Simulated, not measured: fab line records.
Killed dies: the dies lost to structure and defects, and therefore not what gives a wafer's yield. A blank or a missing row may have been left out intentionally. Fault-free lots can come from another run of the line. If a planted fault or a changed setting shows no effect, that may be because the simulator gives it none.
Which tool did it? || flow n5 finfet || 15 lots with 45 wafers sampled at 6 steps, on a route of 1938 steps

== WHAT THE GAUGES SHOWED, per wafer ==
N5_BEOL_M9_THK_MEAS_53: measures by xrf.
{"lot": "L665", "measured": "day 10 09:33", "on": "film metro-01", "M9_THK (nm)": "144 144 141"}
{"lot": "L666", "measured": "day 10 15:38", "on": "film metro-02", "M9_THK (nm)": "148 144 142"}
{"lot": "L667", "measured": "day 10 17:12", "on": "film metro-01", "M9_THK (nm)": "148 143 143"}
{"lot": "L669", "measured": "day 11 05:48", "on": "film metro-01", "M9_THK (nm)": "142 144 141"}
{"lot": "L671", "measured": "day 11 17:15", "on": "film metro-01", "M9_THK (nm)": "143 146 147"}
{"lot": "L670", "measured": "day 11 18:44", "on": "film metro-01", "M9_THK (nm)": "140 143 143"}
{"lot": "L673", "measured": "day 12 00:54", "on": "film metro-01", "M9_THK (nm)": "139 143 147"}
{"lot": "L672", "measured": "day 12 02:05", "on": "film metro-01", "M9_THK (nm)": "148 142 140"}
{"lot": "L683", "measured": "day 14 07:23", "on": "film metro-02", "M9_THK (nm)": "140 138 146"}
{"lot": "L680", "measured": "day 14 07:40", "on": "film metro-02", "M9_THK (nm)": "142 143 141"}
{"lot": "L681", "measured": "day 14 08:17", "on": "film metro-01", "M9_THK (nm)": "143 139 142"}
{"lot": "L682", "measured": "day 14 19:46", "on": "film metro-01", "M9_THK (nm)": "144 142 145"}
{"lot": "L686", "measured": "day 15 23:19", "on": "film metro-01", "M9_THK (nm)": "137 138 145"}
{"lot": "L684", "measured": "day 16 03:01", "on": "film metro-02", "M9_THK (nm)": "142 140 138"}
{"lot": "L687", "measured": "day 16 23:10", "on": "film metro-01", "M9_THK (nm)": "138 139 142"}

N5_BEOL_M10_CD_MEAS_18: pitch 140 nm, target cd 70 nm.
{"lot": "L665", "measured": "day 10 11:38", "on": "cd sem-03", "cd nm (nm)": "70.1 69.8 69.7"}
{"lot": "L666", "measured": "day 10 18:50", "on": "cd sem-02", "cd nm (nm)": "70.6 70.8 70.0"}
{"lot": "L667", "measured": "day 10 20:37", "on": "cd sem-02", "cd nm (nm)": "68.8 70.1 69.5"}
{"lot": "L669", "measured": "day 11 08:28", "on": "cd sem-02", "cd nm (nm)": "70.0 69.7 69.7"}
{"lot": "L671", "measured": "day 11 22:22", "on": "cd sem-03", "cd nm (nm)": "- - -"}
{"lot": "L670", "measured": "day 11 22:40", "on": "cd sem-02", "cd nm (nm)": "- - -"}
{"lot": "L673", "measured": "day 12 03:07", "on": "cd sem-01", "cd nm (nm)": "- - -"}
{"lot": "L672", "measured": "day 12 06:19", "on": "cd sem-03", "cd nm (nm)": "70.4 70.0 69.7"}
{"lot": "L683", "measured": "day 14 12:40", "on": "cd sem-03", "cd nm (nm)": "70.4 70.8 69.8"}
{"lot": "L680", "measured": "day 14 12:58", "on": "cd sem-02", "cd nm (nm)": "70.0 69.6 70.1"}
{"lot": "L681", "measured": "day 14 13:08", "on": "cd sem-01", "cd nm (nm)": "69.6 70.2 70.4"}
{"lot": "L682", "measured": "day 15 00:43", "on": "cd sem-01", "cd nm (nm)": "70.7 70.2 70.6"}
{"lot": "L686", "measured": "day 16 01:19", "on": "cd sem-02", "cd nm (nm)": "69.6 69.7 70.2"}
{"lot": "L684", "measured": "day 16 08:20", "on": "cd sem-02", "cd nm (nm)": "70.1 69.6 69.1"}
{"lot": "L687", "measured": "day 17 01:43", "on": "cd sem-01", "cd nm (nm)": "68.8 69.5 68.7"}

== WHICH TOOL RAN EACH LOT (tool, then ch and the chambers of the sampled wafers, then the start) ==
{"lot": "L665", "N5_BEOL_M9_CURE_72": "uv cure-02 ch 1, day 10 05:50", "N5_BEOL_M9_DEGAS_44": "pvd sputter-02, day 10 06:10", "N5_BEOL_M10_HM_DEP_02": "pvd sputter-02, day 10 10:31", "N5_BEOL_M10_HM_OPEN_17": "rie metal-02 ch 0, day 10 11:22"}
{"lot": "L666", "N5_BEOL_M9_CURE_72": "uv cure-03 ch 1, day 10 12:50", "N5_BEOL_M9_DEGAS_44": "pvd sputter-01, day 10 13:13", "N5_BEOL_M10_HM_DEP_02": "pvd sputter-01, day 10 17:23", "N5_BEOL_M10_HM_OPEN_17": "rie metal-03 ch 0,1, day 10 18:28"}
{"lot": "L667", "N5_BEOL_M9_CURE_72": "uv cure-03 ch 2, day 10 15:01", "N5_BEOL_M9_DEGAS_44": "pvd sputter-03, day 10 15:35", "N5_BEOL_M10_HM_DEP_02": "pvd sputter-03, day 10 19:08", "N5_BEOL_M10_HM_OPEN_17": "rie metal-03 ch 0, day 10 20:25"}
{"lot": "L669", "N5_BEOL_M9_CURE_72": "uv cure-02 ch 0, day 11 03:05", "N5_BEOL_M9_DEGAS_44": "pvd sputter-01, day 11 03:34", "N5_BEOL_M10_HM_DEP_02": "pvd sputter-02, day 11 07:20", "N5_BEOL_M10_HM_OPEN_17": "rie metal-02 ch 0,1, day 11 08:14"}
{"lot": "L671", "N5_BEOL_M9_CURE_72": "uv cure-03 ch 2, day 11 14:05", "N5_BEOL_M9_DEGAS_44": "pvd sputter-03, day 11 14:50", "N5_BEOL_M10_HM_DEP_02": "pvd sputter-02, day 11 21:12", "N5_BEOL_M10_HM_OPEN_17": "rie metal-03 ch 1, day 11 22:04"}
{"lot": "L670", "N5_BEOL_M9_CURE_72": "uv cure-03 ch 2, day 11 16:23", "N5_BEOL_M9_DEGAS_44": "pvd sputter-01, day 11 17:14", "N5_BEOL_M10_HM_DEP_02": "pvd sputter-01, day 11 21:31", "N5_BEOL_M10_HM_OPEN_17": "rie metal-03 ch 1, day 11 22:22"}
{"lot": "L673", "N5_BEOL_M9_CURE_72": "uv cure-02 ch 1, day 11 22:14", "N5_BEOL_M9_DEGAS_44": "pvd sputter-01, day 11 22:43", "N5_BEOL_M10_HM_DEP_02": "pvd sputter-02, day 12 01:55", "N5_BEOL_M10_HM_OPEN_17": "rie metal-02 ch 0, day 12 02:49"}
{"lot": "L672", "N5_BEOL_M9_CURE_72": "uv cure-01 ch 2, day 11 23:40", "N5_BEOL_M9_DEGAS_44": "pvd sputter-03, day 12 00:25", "N5_BEOL_M10_HM_DEP_02": "pvd sputter-02, day 12 05:14", "N5_BEOL_M10_HM_OPEN_17": "rie metal-01 ch 0,1, day 12 06:06"}
{"lot": "L683", "N5_BEOL_M9_CURE_72": "uv cure-01 ch 0, day 14 05:31", "N5_BEOL_M9_DEGAS_44": "pvd sputter-02, day 14 05:50", "N5_BEOL_M10_HM_DEP_02": "pvd sputter-02, day 14 11:34", "N5_BEOL_M10_HM_OPEN_17": "rie metal-03 ch 0,1, day 14 12:28"}
{"lot": "L680", "N5_BEOL_M9_CURE_72": "uv cure-02 ch 2, day 14 05:44", "N5_BEOL_M9_DEGAS_44": "pvd sputter-02, day 14 06:03", "N5_BEOL_M10_HM_DEP_02": "pvd sputter-02, day 14 11:46", "N5_BEOL_M10_HM_OPEN_17": "rie metal-01 ch 0,1, day 14 12:43"}
{"lot": "L681", "N5_BEOL_M9_CURE_72": "uv cure-02 ch 0, day 14 06:32", "N5_BEOL_M9_DEGAS_44": "pvd sputter-02, day 14 06:52", "N5_BEOL_M10_HM_DEP_02": "pvd sputter-01, day 14 11:58", "N5_BEOL_M10_HM_OPEN_17": "rie metal-01 ch 1, day 14 12:58"}
{"lot": "L682", "N5_BEOL_M9_CURE_72": "uv cure-01 ch 1, day 14 17:32", "N5_BEOL_M9_DEGAS_44": "pvd sputter-01, day 14 18:04", "N5_BEOL_M10_HM_DEP_02": "pvd sputter-01, day 14 23:47", "N5_BEOL_M10_HM_OPEN_17": "rie metal-01 ch 0, day 15 00:32"}
{"lot": "L686", "N5_BEOL_M9_CURE_72": "uv cure-03 ch 0, day 15 20:23", "N5_BEOL_M9_DEGAS_44": "pvd sputter-02, day 15 20:48", "N5_BEOL_M10_HM_DEP_02": "pvd sputter-02, day 16 00:23", "N5_BEOL_M10_HM_OPEN_17": "rie metal-01 ch 0,1, day 16 01:08"}
{"lot": "L684", "N5_BEOL_M9_CURE_72": "uv cure-01 ch 2, day 16 00:26", "N5_BEOL_M9_DEGAS_44": "pvd sputter-02, day 16 00:46", "N5_BEOL_M10_HM_DEP_02": "pvd sputter-01, day 16 07:09", "N5_BEOL_M10_HM_OPEN_17": "rie metal-02 ch 0,1, day 16 08:01"}
{"lot": "L687", "N5_BEOL_M9_CURE_72": "uv cure-02 ch 1, day 16 21:11", "N5_BEOL_M9_DEGAS_44": "pvd sputter-03, day 16 21:34", "N5_BEOL_M10_HM_DEP_02": "pvd sputter-03, day 17 00:48", "N5_BEOL_M10_HM_OPEN_17": "rie metal-02 ch 0, day 17 01:32"}
- N5_BEOL_M9_CURE_72: cures SiCOH lowk, time 120 s.
- N5_BEOL_M9_DEGAS_44: time 60 s.
- N5_BEOL_M10_HM_DEP_02: deposits TiN, target thk 20 nm.
- N5_BEOL_M10_HM_OPEN_17: chemistry Cl2/BCl3, target TiN, target depth 20 nm, overetch 6 nm.

== WHAT THE TOOLS THEMSELVES READ (means of the sampled wafers that have a number; where no wafer has one, the mark that the record gives instead) ==
N5_BEOL_M9_CURE_72.
{"lot": "L665", "tool": "uv cure-02", "lamp power pct (%)": 52.31, "wafer_temp_C_max": 371.2}
{"lot": "L666", "tool": "uv cure-03", "lamp power pct (%)": 52.35, "wafer_temp_C_max": 371.8}
{"lot": "L667", "tool": "uv cure-03", "lamp power pct (%)": 52.28, "wafer_temp_C_max": 372.1}
{"lot": "L669", "tool": "uv cure-02", "lamp power pct (%)": 52.30, "wafer_temp_C_max": 371.7}
{"lot": "L671", "tool": "uv cure-03", "lamp power pct (%)": 52.29, "wafer_temp_C_max": 372.2}
{"lot": "L670", "tool": "uv cure-03", "lamp power pct (%)": 52.32, "wafer_temp_C_max": 371.8}
{"lot": "L673", "tool": "uv cure-02", "lamp power pct (%)": 52.31, "wafer_temp_C_max": 371.4}
{"lot": "L672", "tool": "uv cure-01", "lamp power pct (%)": 52.36, "wafer_temp_C_max": 370.9}
{"lot": "L683", "tool": "uv cure-01", "lamp power pct (%)": 52.26, "wafer_temp_C_max": 371.0}
{"lot": "L680", "tool": "uv cure-02", "lamp power pct (%)": 52.32, "wafer_temp_C_max": 371.8}
{"lot": "L681", "tool": "uv cure-02", "lamp power pct (%)": 52.34, "wafer_temp_C_max": 371.3}
{"lot": "L682", "tool": "uv cure-01", "lamp power pct (%)": 52.30, "wafer_temp_C_max": 373.4}
{"lot": "L686", "tool": "uv cure-03", "lamp power pct (%)": 52.29, "wafer_temp_C_max": 372.2}
{"lot": "L684", "tool": "uv cure-01", "lamp power pct (%)": 52.35, "wafer_temp_C_max": 371.3}
{"lot": "L687", "tool": "uv cure-02", "lamp power pct (%)": 52.34, "wafer_temp_C_max": 371.3}

N5_BEOL_M9_DEGAS_44.
{"lot": "L665", "tool": "pvd sputter-02", "heater power w (W)": 398}
{"lot": "L666", "tool": "pvd sputter-01", "heater power w (W)": 344}
{"lot": "L667", "tool": "pvd sputter-03", "heater power w (W)": 312}
{"lot": "L669", "tool": "pvd sputter-01", "heater power w (W)": 338}
{"lot": "L671", "tool": "pvd sputter-03", "heater power w (W)": 312}
{"lot": "L670", "tool": "pvd sputter-01", "heater power w (W)": 321}
{"lot": "L673", "tool": "pvd sputter-01", "heater power w (W)": 318}
{"lot": "L672", "tool": "pvd sputter-03", "heater power w (W)": 310}
{"lot": "L683", "tool": "pvd sputter-02", "heater power w (W)": 390}
{"lot": "L680", "tool": "pvd sputter-02", "heater power w (W)": 371}
{"lot": "L681", "tool": "pvd sputter-02", "heater power w (W)": 363}
{"lot": "L682", "tool": "pvd sputter-01", "heater power w (W)": 320}
{"lot": "L686", "tool": "pvd sputter-02", "heater power w (W)": 362}
{"lot": "L684", "tool": "pvd sputter-02", "heater power w (W)": 282}
{"lot": "L687", "tool": "pvd sputter-03", "heater power w (W)": 311}

N5_BEOL_M10_HM_DEP_02.
{"lot": "L665", "tool": "pvd sputter-02", "chamber pressure pa (Pa)": 0.5002, "substrate temp c (C)": 25.08, "throttle valve pct (%)": 31.2}
{"lot": "L666", "tool": "pvd sputter-01", "chamber pressure pa (Pa)": 0.4998, "substrate temp c (C)": 25.00, "throttle valve pct (%)": 29.3}
{"lot": "L667", "tool": "pvd sputter-03", "chamber pressure pa (Pa)": 0.5001, "substrate temp c (C)": 24.94, "throttle valve pct (%)": 30.7}
{"lot": "L669", "tool": "pvd sputter-02", "chamber pressure pa (Pa)": 0.5002, "substrate temp c (C)": 25.08, "throttle valve pct (%)": 30.9}
{"lot": "L671", "tool": "pvd sputter-02", "chamber pressure pa (Pa)": "-", "substrate temp c (C)": "-", "throttle valve pct (%)": "-"}
{"lot": "L670", "tool": "pvd sputter-01", "chamber pressure pa (Pa)": "-", "substrate temp c (C)": "-", "throttle valve pct (%)": "-"}
{"lot": "L673", "tool": "pvd sputter-02", "chamber pressure pa (Pa)": "-", "substrate temp c (C)": "-", "throttle valve pct (%)": "-"}
{"lot": "L672", "tool": "pvd sputter-02", "chamber pressure pa (Pa)": 0.4996, "substrate temp c (C)": 24.90, "throttle valve pct (%)": 30.8}
{"lot": "L683", "tool": "pvd sputter-02", "chamber pressure pa (Pa)": 0.5003, "substrate temp c (C)": 25.04, "throttle valve pct (%)": 30.6}
{"lot": "L680", "tool": "pvd sputter-02", "chamber pressure pa (Pa)": 0.5009, "substrate temp c (C)": 25.03, "throttle valve pct (%)": 30.3}
{"lot": "L681", "tool": "pvd sputter-01", "chamber pressure pa (Pa)": 0.5004, "substrate temp c (C)": 25.10, "throttle valve pct (%)": 28.5}
{"lot": "L682", "tool": "pvd sputter-01", "chamber pressure pa (Pa)": 0.5003, "substrate temp c (C)": 25.00, "throttle valve pct (%)": 29.1}
{"lot": "L686", "tool": "pvd sputter-02", "chamber pressure pa (Pa)": 0.5003, "substrate temp c (C)": 24.98, "throttle valve pct (%)": 30.3}
{"lot": "L684", "tool": "pvd sputter-01", "chamber pressure pa (Pa)": 0.4993, "substrate temp c (C)": 25.00, "throttle valve pct (%)": 29.1}
{"lot": "L687", "tool": "pvd sputter-03", "chamber pressure pa (Pa)": 0.4998, "substrate temp c (C)": 24.87, "throttle valve pct (%)": 29.9}

N5_BEOL_M10_HM_OPEN_17.
{"lot": "L665", "tool": "rie metal-02", "drypump motor current A (A)": 6.0, "oes product au (a.u.)": 0.75, "throttle valve pct (%)": 21.6}
{"lot": "L666", "tool": "rie metal-03", "drypump motor current A (A)": 5.4, "oes product au (a.u.)": 0.66, "throttle valve pct (%)": 22.4}
{"lot": "L667", "tool": "rie metal-03", "drypump motor current A (A)": 5.6, "oes product au (a.u.)": 0.75, "throttle valve pct (%)": 22.6}
{"lot": "L669", "tool": "rie metal-02", "drypump motor current A (A)": 6.0, "oes product au (a.u.)": 0.78, "throttle valve pct (%)": 21.8}
{"lot": "L671", "tool": "rie metal-03", "drypump motor current A (A)": 5.3, "oes product au (a.u.)": 0.27, "throttle valve pct (%)": 23.0}
{"lot": "L670", "tool": "rie metal-03", "drypump motor current A (A)": 5.3, "oes product au (a.u.)": 0.27, "throttle valve pct (%)": 23.0}
{"lot": "L673", "tool": "rie metal-02", "drypump motor current A (A)": 6.0, "oes product au (a.u.)": 0.33, "throttle valve pct (%)": 22.3}
{"lot": "L672", "tool": "rie metal-01", "drypump motor current A (A)": 5.1, "oes product au (a.u.)": 0.68, "throttle valve pct (%)": 21.9}
{"lot": "L683", "tool": "rie metal-03", "drypump motor current A (A)": 5.5, "oes product au (a.u.)": 0.68, "throttle valve pct (%)": 22.5}
{"lot": "L680", "tool": "rie metal-01", "drypump motor current A (A)": 5.1, "oes product au (a.u.)": 0.71, "throttle valve pct (%)": 22.1}
{"lot": "L681", "tool": "rie metal-01", "drypump motor current A (A)": 5.1, "oes product au (a.u.)": 0.75, "throttle valve pct (%)": 22.3}
{"lot": "L682", "tool": "rie metal-01", "drypump motor current A (A)": 5.0, "oes product au (a.u.)": 0.61, "throttle valve pct (%)": 21.7}
{"lot": "L686", "tool": "rie metal-01", "drypump motor current A (A)": 5.1, "oes product au (a.u.)": 0.66, "throttle valve pct (%)": 21.9}
{"lot": "L684", "tool": "rie metal-02", "drypump motor current A (A)": 6.0, "oes product au (a.u.)": 0.72, "throttle valve pct (%)": 21.9}
{"lot": "L687", "tool": "rie metal-02", "drypump motor current A (A)": 6.0, "oes product au (a.u.)": 0.70, "throttle valve pct (%)": 21.7}

== THE ANSWER, worked out from the rows above alone ==
Rule: usual is defined by the lots themselves. Put in order of their means at a reading, lots are off if they are a third of the lots or fewer, leave a main group of 4 or more, and stand apart from it by a gap of 3 or more times the standard deviation of the main group's means; of several such gaps the widest counts. A main group whose means are all the same, to the digits that the tables above print for the reading, isn't used. Also off: a lot with no number at a reading for which 4 or more lots have one. Any other lot the step has rows for is counted as sound. Order of review: gauges by route order, followed by the tools' own readings, for which a lot's mean as printed above is used. The first step at which some lot is off is used, and at that step the reading that is off furthest; a lot without a number counts as furthest.
Off, at N5_BEOL_M10_CD_MEAS_18 on cd nm: L671, L670, L673. Without a number there: L671, L670, L673. Main group: mean 69.9 nm, sd 0.41.
A tool fits if, at a process step before that reading, it ran every lot that is off, and no sound lot after the first of them. The gauges at N5_BEOL_M10_CD_MEAS_18 aren't tried: what is off there is off at N5_BEOL_M10_HM_DEP_02 too, on other tools, and a gauge's error can't cause that. No candidate that was tried fits.

== WHAT THE SIMULATOR PUT IN ==
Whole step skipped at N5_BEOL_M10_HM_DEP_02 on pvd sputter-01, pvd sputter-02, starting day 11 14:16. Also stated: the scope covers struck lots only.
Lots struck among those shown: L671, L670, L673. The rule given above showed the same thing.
